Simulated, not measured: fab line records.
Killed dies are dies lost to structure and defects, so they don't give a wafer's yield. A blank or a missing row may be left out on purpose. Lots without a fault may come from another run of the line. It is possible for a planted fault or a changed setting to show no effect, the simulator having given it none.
Which tool was responsible? :: flow n5Finfet :: 13 lots with 38 wafers sampled at 4 steps, on a route of 1938 steps

## WHAT THE GAUGES READ, wafer by wafer
N5_BEOL_M6_INSPECT_58: inspects for defects (darkfield). Usual: rawDefectCount at 77, with a standard deviation of 26.
lot: L328
measured: day 8 20:01
on: defectInspect-02
rawDefectCount: 99 140
flag: 

lot: L331
measured: day 9 13:31
on: defectInspect-01
rawDefectCount: 118 86 77
flag: 

lot: L333
measured: day 9 21:52
on: defectInspect-02
rawDefectCount: 53 81 102
flag: 

lot: L332
measured: day 9 23:27
on: defectInspect-01
rawDefectCount: 78 60 78
flag: 

lot: L337
measured: day 10 10:47
on: defectInspect-02
rawDefectCount: 80 65 102
flag: 

lot: L338
measured: day 11 06:54
on: defectInspect-01
rawDefectCount: 42 51 39
flag: 

lot: L340
measured: day 11 21:56
on: defectInspect-02
rawDefectCount: 141 118 126
flag: 

lot: L341
measured: day 12 01:05
on: defectInspect-01
rawDefectCount: 68 45 72
flag: 

lot: L343
measured: day 12 05:56
on: defectInspect-01
rawDefectCount: 74 59 79
flag: 

lot: L345
measured: day 12 20:58
on: defectInspect-01
rawDefectCount: 83 115 73
flag: 

lot: L346
measured: day 12 23:33
on: defectInspect-01
rawDefectCount: 56 52 104
flag: 

lot: L348
measured: day 13 22:28
on: defectInspect-02
rawDefectCount: 69 46 73
flag: 

lot: L351
measured: day 14 08:20
on: defectInspect-02
rawDefectCount: 71 74 29
flag: 

## WHICH TOOL RAN EACH LOT (tool, then ch and the chambers of the sampled wafers, then the start)
lot: L328
N5_BEOL_M6_CURE_75: uvCure-02 ch 1, day 8 17:37
N5_BEOL_M6_ECD_50: ecdCu-02 ch 0,1, day 8 19:05
N5_BEOL_M6_CMP_52: cmp-02 ch 0,2, day 8 19:38

lot: L331
N5_BEOL_M6_CURE_75: uvCure-02 ch 2, day 9 11:08
N5_BEOL_M6_ECD_50: ecdCu-01 ch 0,1, day 9 12:28
N5_BEOL_M6_CMP_52: cmp-01 ch 0,1,3, day 9 13:04

lot: L333
N5_BEOL_M6_CURE_75: uvCure-02 ch 2, day 9 18:43
N5_BEOL_M6_ECD_50: ecdCu-02 ch 0,1, day 9 20:58
N5_BEOL_M6_CMP_52: cmp-02 ch 0,1,3, day 9 21:27

lot: L332
N5_BEOL_M6_CURE_75: uvCure-03 ch 1, day 9 19:02
N5_BEOL_M6_ECD_50: ecdCu-01 ch 0,1, day 9 21:59
N5_BEOL_M6_CMP_52: cmp-04 ch 0,2,3, day 9 22:58

lot: L337
N5_BEOL_M6_CURE_75: uvCure-03 ch 1, day 10 08:44
N5_BEOL_M6_ECD_50: ecdCu-01 ch 0,1, day 10 09:55
N5_BEOL_M6_CMP_52: cmp-04 ch 1,2,3, day 10 10:25

lot: L338
N5_BEOL_M6_CURE_75: uvCure-01 ch 0, day 11 04:34
N5_BEOL_M6_ECD_50: ecdCu-02 ch 0,1, day 11 05:55
N5_BEOL_M6_CMP_52: cmp-02 ch 0,2,3, day 11 06:29

lot: L340
N5_BEOL_M6_CURE_75: uvCure-03 ch 1, day 11 18:39
N5_BEOL_M6_ECD_50: ecdCu-02 ch 0,1, day 11 20:31
N5_BEOL_M6_CMP_52: cmp-02 ch 0,1,2, day 11 21:29

lot: L341
N5_BEOL_M6_CURE_75: uvCure-01 ch 1, day 11 23:02
N5_BEOL_M6_ECD_50: ecdCu-02 ch 0,1, day 12 00:14
N5_BEOL_M6_CMP_52: cmp-02 ch 1,3, day 12 00:38

lot: L343
N5_BEOL_M6_CURE_75: uvCure-01 ch 0, day 12 03:02
N5_BEOL_M6_ECD_50: ecdCu-01 ch 0,1, day 12 04:17
N5_BEOL_M6_CMP_52: cmp-01 ch 0,3, day 12 05:31

lot: L345
N5_BEOL_M6_CURE_75: uvCure-03 ch 2, day 12 17:53
N5_BEOL_M6_ECD_50: ecdCu-02 ch 0,1, day 12 19:29
N5_BEOL_M6_CMP_52: cmp-01 ch 0,2,3, day 12 20:35

lot: L346
N5_BEOL_M6_CURE_75: uvCure-01 ch 1, day 12 21:31
N5_BEOL_M6_ECD_50: ecdCu-01 ch 0,1, day 12 22:41
N5_BEOL_M6_CMP_52: cmp-01 ch 0,1,3, day 12 23:05

lot: L348
N5_BEOL_M6_CURE_75: uvCure-03 ch 0, day 13 19:51
N5_BEOL_M6_ECD_50: ecdCu-01 ch 0,1, day 13 21:12
N5_BEOL_M6_CMP_52: cmp-02 ch 0,1,3, day 13 22:03

lot: L351
N5_BEOL_M6_CURE_75: uvCure-02 ch 0, day 14 02:40
N5_BEOL_M6_ECD_50: ecdCu-02 ch 0,1, day 14 07:19
N5_BEOL_M6_CMP_52: cmp-01 ch 1,3, day 14 07:53
- N5_BEOL_M6_CURE_75: cures SiCOH lowk, time 120 s.
- N5_BEOL_M6_ECD_50: material Cu, target thk 300 nm.
- N5_BEOL_M6_CMP_52: polishes, stops on SiCOH lowk, t overpolish 6.9 s, target thk 80 nm.

## AS READ BY THE TOOLS THEMSELVES (means over the sampled wafers that have a number; for cases with no such wafer, the mark the record gives instead)
N5_BEOL_M6_CURE_75. Usual: lampPowerPct 52.31 %, standard deviation 0.051; wafer_temp_C_max 371.8, standard deviation 0.56.
lot: L328
tool: uvCure-02
lampPowerPct (%): 52.30
wafer_temp_C_max: 371.3
flag: 

lot: L331
tool: uvCure-02
lampPowerPct (%): 52.27
wafer_temp_C_max: 371.7
flag: 

lot: L333
tool: uvCure-02
lampPowerPct (%): 52.31
wafer_temp_C_max: 372.5
flag: 

lot: L332
tool: uvCure-03
lampPowerPct (%): 52.32
wafer_temp_C_max: 371.5
flag: 

lot: L337
tool: uvCure-03
lampPowerPct (%): 52.35
wafer_temp_C_max: 371.5
flag: 

lot: L338
tool: uvCure-01
lampPowerPct (%): 52.28
wafer_temp_C_max: 372.6
flag: 

lot: L340
tool: uvCure-03
lampPowerPct (%): 52.27
wafer_temp_C_max: 371.3
flag: 

lot: L341
tool: uvCure-01
lampPowerPct (%): 52.29
wafer_temp_C_max: 372.1
flag: 

lot: L343
tool: uvCure-01
lampPowerPct (%): 52.33
wafer_temp_C_max: 371.8
flag: 

lot: L345
tool: uvCure-03
lampPowerPct (%): 52.33
wafer_temp_C_max: 372.0
flag: 

lot: L346
tool: uvCure-01
lampPowerPct (%): 52.30
wafer_temp_C_max: 371.9
flag: 

lot: L348
tool: uvCure-03
lampPowerPct (%): 52.32
wafer_temp_C_max: 371.2
flag: 

lot: L351
tool: uvCure-02
lampPowerPct (%): 52.34
wafer_temp_C_max: 371.6
flag: 

N5_BEOL_M6_CMP_52. Usual: clearingPlatenDownForcePsi 1.4999 psi, standard deviation 0.0029; motorCurrentA 6.3 A, standard deviation 0.64; padLifeWafers 1107, standard deviation 550; platenRpm 50.00 rpm, standard deviation 0.038; timeToEndpointS 62 s, standard deviation 3.8.
lot: L328
tool: cmp-02
clearingPlatenDownForcePsi (psi): 1.4982
motorCurrentA (A): 6.4
padLifeWafers: 1784
platenRpm (rpm): 50.02
timeToEndpointS (s): 60
flag: 

lot: L331
tool: cmp-01
clearingPlatenDownForcePsi (psi): 1.4990
motorCurrentA (A): 5.7
padLifeWafers: 703
platenRpm (rpm): 50.05
timeToEndpointS (s): 57
flag: 

lot: L333
tool: cmp-02
clearingPlatenDownForcePsi (psi): 1.5023
motorCurrentA (A): 6.7
padLifeWafers: 1970
platenRpm (rpm): 49.99
timeToEndpointS (s): 1
flag: OFF

lot: L332
tool: cmp-04
clearingPlatenDownForcePsi (psi): 1.4993
motorCurrentA (A): 6.3
padLifeWafers: 1022
platenRpm (rpm): 50.01
timeToEndpointS (s): 3
flag: OFF

lot: L337
tool: cmp-04
clearingPlatenDownForcePsi (psi): 1.5036
motorCurrentA (A): 6.8
padLifeWafers: 1089
platenRpm (rpm): 50.04
timeToEndpointS (s): 67
flag: 

lot: L338
tool: cmp-02
clearingPlatenDownForcePsi (psi): 1.4986
motorCurrentA (A): 6.4
padLifeWafers: 152
platenRpm (rpm): 50.00
timeToEndpointS (s): 64
flag: 

lot: L340
tool: cmp-02
clearingPlatenDownForcePsi (psi): 1.4996
motorCurrentA (A): 6.3
padLifeWafers: 272
platenRpm (rpm): 50.04
timeToEndpointS (s): 64
flag: 

lot: L341
tool: cmp-02
clearingPlatenDownForcePsi (psi): 1.4999
motorCurrentA (A): 6.3
padLifeWafers: 295
platenRpm (rpm): 50.01
timeToEndpointS (s): 65
flag: 

lot: L343
tool: cmp-01
clearingPlatenDownForcePsi (psi): 1.5003
motorCurrentA (A): 6.1
padLifeWafers: 1334
platenRpm (rpm): 50.01
timeToEndpointS (s): 65
flag: 

lot: L345
tool: cmp-01
clearingPlatenDownForcePsi (psi): 1.4985
motorCurrentA (A): 6.0
padLifeWafers: 1454
platenRpm (rpm): 49.99
timeToEndpointS (s): 61
flag: 

lot: L346
tool: cmp-01
clearingPlatenDownForcePsi (psi): 1.5010
motorCurrentA (A): 5.6
padLifeWafers: 1490
platenRpm (rpm): 49.99
timeToEndpointS (s): 60
flag: 

lot: L348
tool: cmp-02
clearingPlatenDownForcePsi (psi): 1.5018
motorCurrentA (A): 6.6
padLifeWafers: 668
platenRpm (rpm): 49.99
timeToEndpointS (s): 61
flag: 

lot: L351
tool: cmp-01
clearingPlatenDownForcePsi (psi): 1.4980
motorCurrentA (A): 5.6
padLifeWafers: 1778
platenRpm (rpm): 49.99
timeToEndpointS (s): 58
flag: 

## THE ANSWER, worked out from the rows above alone
Rule: take the mean of a lot's wafers that have a number; if it is more than 3 standard deviations from the usual mean, the lot is off. A lot without any number at a reading at which 4 lots or more have one is off too. Any other lot the step has rows for is counted as sound. After the gauges, taken in route order, come the tools' own readings; for these a lot's mean is taken, as printed above. At the first step where some lot is off, the reading lying furthest off is the one used; lots without a number count as furthest.
Off, at N5_BEOL_M6_CMP_52 on timeToEndpointS: L333, L332.
If a tool, at that step or one of the process steps before it, ran each lot that is off and ran no sound lot following the first of them, it fits. None of those tried fits.

## WHAT THE SIMULATOR PUT IN
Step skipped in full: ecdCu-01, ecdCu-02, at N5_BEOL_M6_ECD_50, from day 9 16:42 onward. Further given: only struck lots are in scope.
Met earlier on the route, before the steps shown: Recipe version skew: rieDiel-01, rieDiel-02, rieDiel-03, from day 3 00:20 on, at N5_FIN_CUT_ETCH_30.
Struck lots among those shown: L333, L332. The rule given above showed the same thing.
